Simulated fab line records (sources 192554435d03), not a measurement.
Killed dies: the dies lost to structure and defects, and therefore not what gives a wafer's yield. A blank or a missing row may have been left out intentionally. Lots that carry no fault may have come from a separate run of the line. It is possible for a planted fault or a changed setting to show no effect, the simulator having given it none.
Matching of chambers    flow n5Finfet    N5_BEOL_M3_PRE_CLEAN_60 on cvdCo-01 has 3 sister chambers
The step time 15 s. 6 wafers are shown with their chamber, then 12 later ones without.

## WAFERS PAIRED WITH THEIR CHAMBERS
wafer   chamber  heaterPowerW (W)
L086.2  0        105
L088.2  2        102
L088.3  0        102
L087.2  1        70
L087.3  2        102
L087.6  1        71

## WAFERS WHOSE CHAMBER IS MISSING
wafer   heaterPowerW (W)
L090.1  106
L090.3  106
L090.5  68
L093.1  108
L093.5  104
L093.6  69
L097.2  102
L097.4  71
L097.5  105
L096.4  107
L096.5  110
L096.6  68

## EACH ONE'S CHAMBER
wafer   from the rows above      in truth
L090.1  can't be placed: 0 or 2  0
L090.3  can't be placed: 0 or 2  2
L090.5  1                        1
L093.1  can't be placed: 0 or 2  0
L093.5  can't be placed: 0 or 2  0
L093.6  1                        1
L097.2  can't be placed: 2 or 0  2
L097.4  1                        1
L097.5  can't be placed: 0 or 2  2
L096.4  can't be placed: 0 or 2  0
L096.5  can't be placed: 0 or 2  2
L096.6  1                        1
Correctly placed: 4 of 12. These rows do not allow placing 8 (true chamber among the candidates in 8). Wrongly placed: 0.
How it was worked out, from the rows above alone: a wafer's distance from a chamber is the root of the sum, over the readings, of the square of ((its reading less the chamber's mean) divided by the reading's scatter). The wafer belongs to the nearest chamber; if the next one is less than 2 further off, it can't be placed. The mean given for a chamber averages the wafers shown for that chamber. The scatter: take each reading less its chamber's mean, square it, sum over the shown wafers, divide by the number of wafers less the number of chambers, and take the root.
